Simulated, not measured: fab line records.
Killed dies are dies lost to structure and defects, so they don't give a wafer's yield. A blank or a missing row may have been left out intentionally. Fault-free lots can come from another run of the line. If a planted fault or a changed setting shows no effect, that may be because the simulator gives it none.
Split-lot experiment / flow n5-finfet / 21 wafers read across 7 lots, on a route 1938 steps long

## ABOUT THE SPLIT
At N5_MOL_CONTACT_COAG_EXPOSE_05 (exposes mask CA, defocus 0 nm), the setting dose-mj was moved away from the recipe's 38.25 on 9 of the 21 wafers read, by -5.5% to +6.6%. The other wafers ran this setting at the recipe's value.

## FROM THE SPLIT TO THE READING: what the file shows between them, 12 steps
- N5_MOL_CONTACT_COAG_PEB_06: peb time 60 s
- N5_MOL_CONTACT_COAG_DEVELOP_07: develop time 30 s
- N5_MOL_CONTACT_COAG_DESCUM_13: chemistry O2, time 7 s
- N5_MOL_CONTACT_COAG_ETCH_59: etches underlayer in N2/H2, target depth 13 nm, time 10.4 s
- N5_MOL_CONTACT_COAG_ETCH_105: etches SiARC in CF4, target depth 15.6 nm, time 26 s
- N5_MOL_CONTACT_COAG_ETCH_106: etches SOC in N2/H2, target depth 80 nm, overetch 16 nm, time 120 s
- N5_MOL_CONTACT_COAG_STRIP_107: strips in N2/H2
- N5_MOL_CONTACT_COAG_CONTACT_ETCH_14: etches SiO2 in C4F6/O2, target depth 27.5 nm, overetch 8.5 nm, time 20 s
- N5_MOL_CONTACT_COAG_STRIP_109: strips in C4F6/O2
- N5_MOL_CONTACT_COAG_ETCH_15: etches SiNx in CH3F/O2, stops on Si:P, target depth 7 nm
- N5_MOL_CONTACT_COAG_ETCH_110: etches Si in CF4/O2, target depth 2.5 nm, time 8 s
- N5_MOL_CONTACT_COAG_STRIP_98: strips in N2/H2

## THE READING
cd-nm, in nm, at N5_MOL_CONTACT_COAG_CD_MEAS_99 (target cd 17.2 nm). Typical for fault-free wafers on this fab line: 17.1 nm, with standard deviation 0.42 nm.

wafer=L079.1; tool, chamber at the split=euv-scanner-02, 0; dose-mj as run=38.25; against the recipe=recipe; cd-nm, nm=17.1; against lot-mates on the recipe=-
wafer=L079.2; tool, chamber at the split=euv-scanner-02, 0; dose-mj as run=36.8; against the recipe=-3.8%; cd-nm, nm=16.1; against lot-mates on the recipe=-0.7
wafer=L079.5; tool, chamber at the split=euv-scanner-02, 0; dose-mj as run=38.25; against the recipe=recipe; cd-nm, nm=16.5; against lot-mates on the recipe=-
wafer=L080.1; tool, chamber at the split=euv-scanner-02, 0; dose-mj as run=38.25; against the recipe=recipe; cd-nm, nm=17.5; against lot-mates on the recipe=-
wafer=L080.3; tool, chamber at the split=euv-scanner-02, 0; dose-mj as run=36.14; against the recipe=-5.5%; cd-nm, nm=15.7; against lot-mates on the recipe=-1.8
wafer=L080.5; tool, chamber at the split=euv-scanner-02, 0; dose-mj as run=36.14; against the recipe=-5.5%; cd-nm, nm=15.7; against lot-mates on the recipe=-1.8
wafer=L084.2; tool, chamber at the split=euv-scanner-01, 0; dose-mj as run=37.52; against the recipe=-1.9%; cd-nm, nm=16.7; against lot-mates on the recipe=-1.1
wafer=L084.3; tool, chamber at the split=euv-scanner-01, 0; dose-mj as run=38.25; against the recipe=recipe; cd-nm, nm=17.8; against lot-mates on the recipe=-
wafer=L084.4; tool, chamber at the split=euv-scanner-01, 0; dose-mj as run=37.52; against the recipe=-1.9%; cd-nm, nm=16.3; against lot-mates on the recipe=-1.5
wafer=L088.1; tool, chamber at the split=euv-scanner-01, 0; dose-mj as run=38.25; against the recipe=recipe; cd-nm, nm=17.6; against lot-mates on the recipe=-
wafer=L088.3; tool, chamber at the split=euv-scanner-01, 0; dose-mj as run=38.25; against the recipe=recipe; cd-nm, nm=17.1; against lot-mates on the recipe=-
wafer=L088.4; tool, chamber at the split=euv-scanner-01, 0; dose-mj as run=38.25; against the recipe=recipe; cd-nm, nm=17.6; against lot-mates on the recipe=-
wafer=L089.2; tool, chamber at the split=euv-scanner-01, 0; dose-mj as run=38.25; against the recipe=recipe; cd-nm, nm=16.4; against lot-mates on the recipe=-
wafer=L089.3; tool, chamber at the split=euv-scanner-01, 0; dose-mj as run=38.25; against the recipe=recipe; cd-nm, nm=17.1; against lot-mates on the recipe=-
wafer=L089.6; tool, chamber at the split=euv-scanner-01, 0; dose-mj as run=38.25; against the recipe=recipe; cd-nm, nm=17.1; against lot-mates on the recipe=-
wafer=L091.3; tool, chamber at the split=euv-scanner-01, 0; dose-mj as run=40.78; against the recipe=+6.6%; cd-nm, nm=18.8; against lot-mates on the recipe=+2.1
wafer=L091.4; tool, chamber at the split=euv-scanner-01, 0; dose-mj as run=40.78; against the recipe=+6.6%; cd-nm, nm=18.6; against lot-mates on the recipe=+1.9
wafer=L091.6; tool, chamber at the split=euv-scanner-01, 0; dose-mj as run=38.25; against the recipe=recipe; cd-nm, nm=16.7; against lot-mates on the recipe=-
wafer=L096.1; tool, chamber at the split=euv-scanner-02, 0; dose-mj as run=37.13; against the recipe=-2.9%; cd-nm, nm=16.4; against lot-mates on the recipe=-0.6
wafer=L096.3; tool, chamber at the split=euv-scanner-02, 0; dose-mj as run=37.13; against the recipe=-2.9%; cd-nm, nm=15.9; against lot-mates on the recipe=-1.1
wafer=L096.4; tool, chamber at the split=euv-scanner-02, 0; dose-mj as run=38.25; against the recipe=recipe; cd-nm, nm=17.0; against lot-mates on the recipe=-

FIT RESULTS
A straight line over all 21 wafers: cd-nm changes by +0.256 nm for each +1% of dose-mj; r = +0.91; the points scatter about the line by 0.36 nm.
The same after taking each lot's own level away (the mean of its wafers on the recipe; 21 wafers): +0.312 nm for each +1%; r = +0.95; scatter 0.33 nm.
On that fit, the largest move of dose-mj shifts the reading by 2.1 nm.
Measured against the standard deviation above, the lots' own levels, which go from 16.70 to 17.80 nm, span 2.6 times it.
Hence the slope depends on the lot-to-lot level, as the two fits are not the same.
Check: with one of the wafers moved furthest among these (+6.6%) left out of the fit, the line predicts +1.96 nm for it against its lot-mates. It came out at +2.1 nm against them.

## THE WHOLE CHAIN: every reading that the file lists as answering this split, in the file's order
step=N5_MOL_CONTACT_COAG_ETCH_59; what it does=etches underlayer in N2/H2, target depth 13 nm, time 10.4 s; reading=MOL_CONTACT_COAG.cd-offset-nm (the simulator's own value, which no gauge read); change (the file's fit)=+0.227 nm for each +1% of the setting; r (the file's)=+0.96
step=N5_MOL_CONTACT_COAG_ETCH_105; what it does=etches SiARC in CF4, target depth 15.6 nm, time 26 s; reading=MOL_CONTACT_COAG.cd-offset-nm (the simulator's own value, which no gauge read); change (the file's fit)=+0.224 nm for each +1% of the setting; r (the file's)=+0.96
step=N5_MOL_CONTACT_COAG_ETCH_15; what it does=etches SiNx in CH3F/O2, stops on Si:P, target depth 7 nm; reading=MOL_CONTACT_COAG.cd-offset-nm (the simulator's own value, which no gauge read); change (the file's fit)=+0.24 nm for each +1% of the setting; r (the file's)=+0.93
step=N5_MOL_CONTACT_COAG_ETCH_110; what it does=etches Si in CF4/O2, target depth 2.5 nm, time 8 s; reading=MOL_CONTACT_COAG.cd-offset-nm (the simulator's own value, which no gauge read); change (the file's fit)=+0.276 nm for each +1% of the setting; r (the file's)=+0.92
step=N5_MOL_CONTACT_COAG_CD_MEAS_99; what it does=target cd 17.2 nm; reading=cd-nm; change (the file's fit)=+0.309 nm for each +1% of the setting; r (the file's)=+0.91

## FILE'S OWN FIT
cd-nm changes by +0.309 nm for each +1% of dose-mj, r = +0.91.
